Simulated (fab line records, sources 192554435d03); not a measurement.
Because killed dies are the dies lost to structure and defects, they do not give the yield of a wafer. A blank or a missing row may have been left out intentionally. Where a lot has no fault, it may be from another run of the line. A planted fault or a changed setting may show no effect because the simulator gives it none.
What tool caused it?	flow n5-finfet	12 lots (36 wafers sampled), 1 step of a 1938-step route

## WHAT EACH GAUGE READ, for each wafer
N5_HKMG_FIN_INSPECT_14: inspects for defects (macro).
lot	measured	on	raw-defect-count
L075	day 4 13:41	defect-inspect-02	3 1 4
L077	day 4 21:16	defect-inspect-01	2 1 2
L079	day 5 09:02	defect-inspect-01	2 2 1
L081	day 5 21:46	defect-inspect-02	1 3 2
L083	day 6 09:02	defect-inspect-02	3 0 2
L085	day 6 18:51	defect-inspect-02	2 3 2
L087	day 7 10:18	defect-inspect-01	0 3 2
L089	day 7 23:55	defect-inspect-02	4 2 1
L091	day 8 09:17	defect-inspect-02	3 1 1
L093	day 8 23:51	defect-inspect-02	2 1 3
L095	day 9 07:57	defect-inspect-01	2 3 3
L097	day 9 23:16	defect-inspect-02	2 0 1

## WHAT TOOL EACH LOT RAN ON (gives the tool, then ch and the chambers of the sampled wafers, and finally the start)
The record shows no process step preceding these readings.

## THE ANSWER, worked out from the rows above alone
Rule: usual is defined by the lots themselves. The widest of any qualifying gaps counts: lots, ordered by their means at a reading, are off when they make up no more than a third of the lots, leave a main group of 4 or more, and stand apart from it by 3 or more times the standard deviation of that group's means. A main group is skipped when, at the precision printed for the reading in the tables above, its means are all equal. A lot without any number at a reading at which 4 lots or more have one is off too. All remaining lots with rows at the step are treated as sound.
None of the lots is off at any reading shown; this tells nothing.

## WHAT THE SIMULATOR PUT IN
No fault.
